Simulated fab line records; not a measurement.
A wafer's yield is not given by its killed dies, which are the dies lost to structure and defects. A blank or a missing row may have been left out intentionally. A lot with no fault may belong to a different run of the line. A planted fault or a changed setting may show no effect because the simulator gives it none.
Problem report, 8D (eight disciplines) form, completed by code	flow nand_harc	the parts of the form that need people (team, actions taken, sign-off) are left out

## 1. THE PROBLEM
Wafers without a fault read 121.3 s, standard deviation 0.42; run_length_s at NHARC_P_BONDPAD_ETCH_12 reads a mean of 113.4 s on 2 wafers belonging to 2 lots. That is -19 standard deviations from the usual mean.
The step: etches the open film in CHF3/O2, target depth 200 nm, time 100 s.
First seen on wafer L877.2, day 9 17:38, on rie_diel-08. Wafers with a number at this step in the record: 36, from 12 lots. Rule for "out" (also "out of limits"): further than 4 standard deviations from the usual mean. The rest of the wafers with a number are treated as sound.

## 2. WHAT IT IS, WHAT IT ISN'T
question	is	is not
which readings at this step	run_length_s	drypump_motor_current_A, oes_product_au, rf_vpp_V, showerhead_plenum_p_Torr, throttle_valve_pct
which lots	L877, L880	L863, L864, L865, L866, L867, L868, L869, L871, L874, L883
which wafers of those lots	L877.2, L880.1	L877.5, L877.6, L880.3, L880.4
read on which tools	rie_diel-08	rie_diel-09, rie_diel-11
when	from day 9 17:38	up to then (29 sound wafers); but 5 sound wafers of L880, L883 came after

## 3. THE SUSPECTS, EACH WITH WHAT RULES IT OUT
Counting: if a tool at a process step up to the reading ran every lot that is out, it stays a suspect. Sound lots after the first of them don't rule it out here, since some wafers of a struck lot are sound.
- rie_diel-08 at NHARC_P_BONDPAD_ETCH_12 (etches the open film in CHF3/O2, target depth 200 nm, time 100 s): kept. Ran every lot that is out, first one L877 (day 9 17:38); last sound lot up to then L871 (day 8 05:00). Its own readings are out on those wafers: run_length_s.
Remaining after the count: rie_diel-08 at NHARC_P_BONDPAD_ETCH_12.

## 4. THE CAUSE (what the simulator had put in)
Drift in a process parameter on rie_diel-08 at NHARC_P_BONDPAD_ETCH_12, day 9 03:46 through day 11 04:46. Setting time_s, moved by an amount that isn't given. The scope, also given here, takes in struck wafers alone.
Only this tool survived the counting.

## 5. THE CHAIN OF EFFECTS, in route order
Rows list readings where the struck wafers' mean (over those with a number) sits beyond 3 standard deviations from the usual. Readings are gone through only where the record gives a usual standard deviation; hours: the median, over the lots, of the time from a lot's start at the first step in this table giving one to that lot's start at this step; sigmas: the change measured in usual standard deviations.
hours	step	reading	usual	on struck wafers	change	sigmas
0	NHARC_P_BONDPAD_ETCH_12	run_length_s	121.3 s	113.4	-7.9	-19
It contains these process steps:
- NHARC_P_BONDPAD_ETCH_12: etches the open film in CHF3/O2, target depth 200 nm, time 100 s.

## 6. WHAT WOULD HAVE CAUGHT IT SOONER
In this record no reading fell out of limits until day 9 17:38, 14 hours after the fault had begun at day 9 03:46.
